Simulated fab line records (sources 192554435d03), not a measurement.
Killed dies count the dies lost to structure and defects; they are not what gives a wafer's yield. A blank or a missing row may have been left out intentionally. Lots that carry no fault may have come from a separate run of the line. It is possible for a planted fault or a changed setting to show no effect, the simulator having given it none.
Struck lot and sound lot, side by side / flow n5 finfet / 39 steps out of a route of 1938
Sound: these wafers, L206.2, L206.4, L206.6. Wafers L202.1, L202.3, L202.5 were the ones struck. Last of all comes the cause.
Order at every step that has rows: each side's tool, ch and its chambers, its first start. Under that, the readings that differ: sound wafers / struck wafers / difference of the means / sigmas: that difference in standard deviations of wafers without a fault.
alike: readings with means less than 2 such deviations apart, plus words and numbers identical on both sides. not compared: withheld readings, readings lacking a value on some wafer, bounds such as >300 that could conceal the same value, and numbers that have no deviation in the record and whose values overlap.
Wherever a step has rows on one side only, a row that says differs or no value, or a row with sigmas, the two part there. Numbers that don't overlap but have no deviation are shown without sigmas and don't part them. Lack of a reading on every wafer of one side parts them only where that side has two or more wafers.

first, 9 steps without rows for these wafers: N5_BEOL_M4_ANNEAL_95 (time 240 s); N5_BEOL_M4_SPUTTER_96 (material Cu, target thk 4.5 nm, time 8.29 s); N5_BEOL_M4_ECD_50 (material Cu, target thk 300 nm); N5_BEOL_M4_ANNEAL_51 (time 90 s); N5_BEOL_M4_CMP_52 (polishes, stops on SiOC, t overpolish 6.8 s, target thk 40 nm); N5_BEOL_M4_PRE_CLEAN_60 (time 15 s); N5_BEOL_M4_CO_CAP_55 (material Co, precursor CCTBA/H2, target thk 2 nm, time 102.1 s); N5_BEOL_M4_PRE_CLEAN_56 (time 15 s); N5_BEOL_M4_DEP_57 (deposits SiCN from 3MS/NH3, target thk 8 nm, time 14 s).
N5_BEOL_M4_RC_MEAS_101:
  sound on prober-01 ch 0, day 14 10:10; struck on prober-01 ch 0, day 13 08:31
  alike: DIBL_N, DIBL_P, IOFF_N, IOFF_P, ION_N, ION_P, SS_N, SS_P, VT_N, VT_P
then, 24 steps without rows for these wafers: N5_BEOL_M5_ILD_DEP_00 (deposits SiCOH lowk from DEMS/porogen, target thk 140.64 nm, time 25.9 s); N5_BEOL_M5_CURE_79 (cures SiCOH lowk, time 240 s); N5_BEOL_M5_PECVD_70 (deposits SiO2 from TEOS/O2, target thk 16 nm, time 18 s); N5_BEOL_M5_HM_DEP_02 (deposits TiN, target thk 20 nm); N5_BEOL_M5_COAT_59 (time 60 s, resist thk 60 nm); N5_BEOL_M5_COAT_60 (time 60 s, resist thk 12 nm); N5_BEOL_M5_COAT_71 (time 60 s, resist thk 5 nm); N5_BEOL_M5_COAT_05 (resist thk 30 nm); N5_BEOL_M5_EBR_07; N5_BEOL_M5_SOFTBAKE_06 (time 60 s); N5_BEOL_M5_EXPOSE_08 (exposes mask M5, target cd 28 nm); N5_BEOL_M5_PEB_09 (peb time 60 s); N5_BEOL_M5_DEVELOP_10 (develop time 30 s); N5_BEOL_M5_DESCUM_16 (chemistry O2, time 7 s); N5_BEOL_M5_ETCH_72 (etches underlayer in N2/H2, target depth 6.5 nm, time 5.2 s); N5_BEOL_M5_ETCH_61 (etches SiARC in CF4, target depth 15.6 nm, time 26 s); N5_BEOL_M5_ETCH_62 (etches SOC in N2/H2, target depth 75 nm, overetch 15 nm, time 112.5 s); N5_BEOL_M5_STRIP_63 (strips in N2/H2); N5_BEOL_M5_STRIP_73 (strips in N2/H2); N5_BEOL_M5_STRIP_64 (strips in CF4); N5_BEOL_M5_HM_OPEN_17 (chemistry Cl2/BCl3, target TiN, target depth 20 nm, overetch 6 nm); N5_BEOL_M5_STRIP_19 (strips in O2); N5_BEOL_M5_COAT_65 (time 60 s, resist thk 60 nm); N5_BEOL_M5_COAT_66 (time 60 s, resist thk 12 nm).
N5_BEOL_M9_ILD_DEP_00: deposits SiCOH lowk from DEMS/porogen, target thk 308.51 nm, time 58 s.
  sound on pecvd-03 ch 0,1, day 16 07:16; struck on pecvd-02 ch 0,2, day 15 03:57
  alike: heater power w, showerhead plenum p Torr, throttle valve pct
N5_BEOL_M9_CURE_71: cures SiCOH lowk, time 240 s.
  sound on uv cure-01 ch 0, day 16 07:26; struck on uv cure-01 ch 0, day 15 04:50
reading=model.SiCOH_lowk_of_BEOL_M9_ILD_DEP_00.thk nm (nm); sound=266.4 270.2 272.4; struck=535 539.8 548.8; difference=+272; sigmas=
  alike: lamp power pct, wafer_temp_C_max
N5_BEOL_M9_THK_MEAS_01:
  sound on film metro-02 at day 16 07:52; struck on film metro-02 at day 15 05:22
reading=M9_ILD_THK (nm); sound=266 270 272; struck=535 539 549; difference=+272; sigmas=+70
N5_BEOL_M9_CMP_52: polishes, stops on SiCOH lowk, t overpolish 7 s, target thk 140 nm.
  sound on cmp-03 ch 2,3, day 16 14:53; struck on cmp-02 ch 0,2,3, day 15 10:00
reading=barrier field endpoint s (s); sound=27.6 27.7 27.9; struck=28.9 28.8 29.7; difference=+1.4; sigmas=+2
reading=model.SiCOH_lowk_of_BEOL_M9_ILD_DEP_00.thk nm (nm); sound=263.4 267.2 269.4; struck=532 536.8 545.8; difference=+272; sigmas=
  alike: motor current A, overpolish run s, time to endpoint s
-- here the record skips 3 days between the struck wafers' starts before and after, leaving off in module BEOL_M9 and picking up in module PASSIVATION (first step shown: number 1936 of the route) --
N5_PASSIVATION_PROBE_49:
  rows exist in the record for the struck wafers here (prober-02, day 18 00:17), but not for the sound ones

## WHERE THEY PART
Earliest at N5_BEOL_M9_THK_MEAS_01; latest, in this record, at N5_PASSIVATION_PROBE_49.

WHY: whatever the simulator had introduced
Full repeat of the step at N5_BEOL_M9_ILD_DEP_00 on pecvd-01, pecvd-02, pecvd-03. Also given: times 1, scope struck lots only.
